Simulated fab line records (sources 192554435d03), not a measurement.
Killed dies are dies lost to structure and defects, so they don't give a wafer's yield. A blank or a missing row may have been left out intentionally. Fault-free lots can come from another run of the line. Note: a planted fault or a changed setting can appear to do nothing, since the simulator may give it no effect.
Comparing a struck lot with a sound one :: flow n5-finfet :: 26 steps out of a route of 1938
Sound: the wafers L266.1, L266.4, L266.6. Wafers struck: L256.2, L256.4, L256.6. At the end, the cause is stated.
Per side, at each step with rows, come the tool, then ch with its chambers, and then its first start. Under that, the readings that differ: sound wafers :: struck wafers :: difference of the means :: sigmas: that difference in standard deviations of wafers without a fault.
alike: readings whose means differ by less than 2 such deviations, and words and numbers that are the same on both sides. not compared: withheld readings, readings that some wafer has no value for, bounds like >300 that may hide the same value, and numbers for which the record gives no deviation and whose values overlap.
A row with sigmas, a row that says differs or no value, or rows on one side alone: a step with any of these is where the two part. Non-overlapping numbers with no deviation appear without sigmas and do not part them. A reading that every wafer of one side lacks parts them only if that side has two wafers or more.

first, 10 steps without rows for these wafers: N5_BEOL_M4_DESCUM_16 (chemistry O2, time 7 s); N5_BEOL_M4_ETCH_74 (etches underlayer in N2/H2, target depth 6.5 nm, time 5.2 s); N5_BEOL_M4_ETCH_63 (etches SiARC in CF4, target depth 15.6 nm, time 26 s); N5_BEOL_M4_ETCH_64 (etches SOC in N2/H2, target depth 75 nm, overetch 22.5 nm, time 121.9 s); N5_BEOL_M4_STRIP_65 (strips in N2/H2); N5_BEOL_M4_STRIP_75 (strips in N2/H2); N5_BEOL_M4_STRIP_66 (strips in CF4); N5_BEOL_M4_HM_OPEN_17 (chemistry Cl2/BCl3, target TiN, target depth 20 nm, overetch 6 nm); N5_BEOL_M4_STRIP_19 (strips in O2); N5_BEOL_M4_COAT_67 (time 60 s, resist thk 60 nm).
N5_BEOL_M4_COAT_68: time 60 s, resist thk 12 nm.
  sound on litho-track-04 ch 0, day 13 05:23; struck on litho-track-01 ch 0, day 11 06:56
reading: spin-speed-rpm (rpm)
sound: 1500.2 1500.9 1499.4
struck: 1658.1 1657.4 1657.1
difference: +157.4
sigmas: +99 or more

reading: model.SiARC_of_BEOL_M4_COAT_68.thk-nm (nm)
sound: 12 12 12
struck: 11.4 11.4 11.4
difference: -0.6
sigmas: 
then, 9 steps without rows for these wafers: N5_BEOL_M4_COAT_76 (time 60 s, resist thk 5 nm); N5_BEOL_M4_COAT_22 (resist thk 30 nm); N5_BEOL_M4_EBR_24; N5_BEOL_M4_SOFTBAKE_23 (time 60 s); N5_BEOL_M4_EXPOSE_25 (exposes mask V3, defocus 5 nm); N5_BEOL_M4_PEB_26 (peb time 60 s); N5_BEOL_M4_DEVELOP_27 (develop time 30 s); N5_BEOL_M4_DESCUM_33 (chemistry O2, time 7 s); N5_BEOL_M4_ETCH_77 (etches underlayer in N2/H2, target depth 6.5 nm, time 5.2 s).
N5_BEOL_M4_ETCH_69: etches SiARC in CF4, target depth 15.6 nm, time 26 s.
  sound on rie-diel-05 ch 2,3, day 13 05:59; struck on rie-diel-03 ch 0,2,3, day 11 07:35
reading: showerhead-plenum-p-Torr (Torr)
sound: 2.10 2.18 2.10
struck: 2.20 2.19 2.26
difference: +0.09
sigmas: +2

reading: model.etch.depth-nm (nm)
sound: 12.05 12.04 12
struck: 11.42 11.42 11.42
difference: -0.61
sigmas: 

reading: model.CAR-EUV_of_BEOL_M4_COAT_22.thk-nm (nm)
sound: 11.2 11 11.2
struck: 11.4 11.4 11.6
difference: +0.3
sigmas: 
  alike: drypump-motor-current-A, etch-rf-on-time-s, oes-product-au, rf-vpp-V, throttle-valve-pct
  not compared: rf-hours-counter-h
then, 1 step without rows for these wafers: N5_BEOL_M4_ALD_98 (deposits SiO2, target thk 2.5 nm, pulse time 1 s, co reactant pulse time 1 s).
N5_BEOL_M4_ETCHBACK_99: etches SiO2 in CHF3, target depth 5 nm, time 10.4 s.
  sound on rie-diel-01 ch 0,1,2, day 13 07:14; struck on rie-diel-03 ch 1,2,3, day 11 08:36
reading: model.CAR-EUV_of_BEOL_M4_COAT_22.thk-nm (nm)
sound: 10.4 10.4 10.4
struck: 10.8 10.8 10.8
difference: +0.4
sigmas: 
  alike: drypump-motor-current-A, oes-product-au, rf-vpp-V, showerhead-plenum-p-Torr, throttle-valve-pct
  not compared: rf-hours-counter-h
N5_BEOL_M4_ETCH_70: etches SOC in N2/H2, target depth 80 nm, overetch 24 nm, time 130 s.
  sound on rie-diel-01 ch 0,1,2, day 13 07:17; struck on rie-diel-03 ch 1,2,3, day 11 08:38
reading: model.SiARC_of_BEOL_M4_COAT_68.thk-nm (nm)
sound: 6 6 5.8
struck: 5.6 5.4 5.2
difference: -0.5
sigmas: 
  alike: drypump-motor-current-A, oes-product-au, rf-vpp-V, showerhead-plenum-p-Torr, temp-c, throttle-valve-pct
  not compared: rf-hours-counter-h
then, 1 step without rows for these wafers: N5_BEOL_M4_STRIP_71 (strips in N2/H2).
N5_BEOL_M4_RC_MEAS_101:
  sound on prober-02 ch 0, day 13 11:56; struck on prober-01 ch 0, day 11 13:15
  alike: DIBL_N, DIBL_P, IOFF_N, IOFF_P, ION_N, ION_P, SS_N, SS_P, VT_N, VT_P

== WHERE THEY PART ==
Last at N5_BEOL_M4_ETCH_69 as far as this record goes, first at N5_BEOL_M4_COAT_68. Later steps at which nothing parts them and some readings are alike: N5_BEOL_M4_ETCHBACK_99, N5_BEOL_M4_ETCH_70, N5_BEOL_M4_RC_MEAS_101.

WHY: the cause the simulator had injected
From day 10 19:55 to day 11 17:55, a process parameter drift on litho-track-01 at N5_BEOL_M4_COAT_68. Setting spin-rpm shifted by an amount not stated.
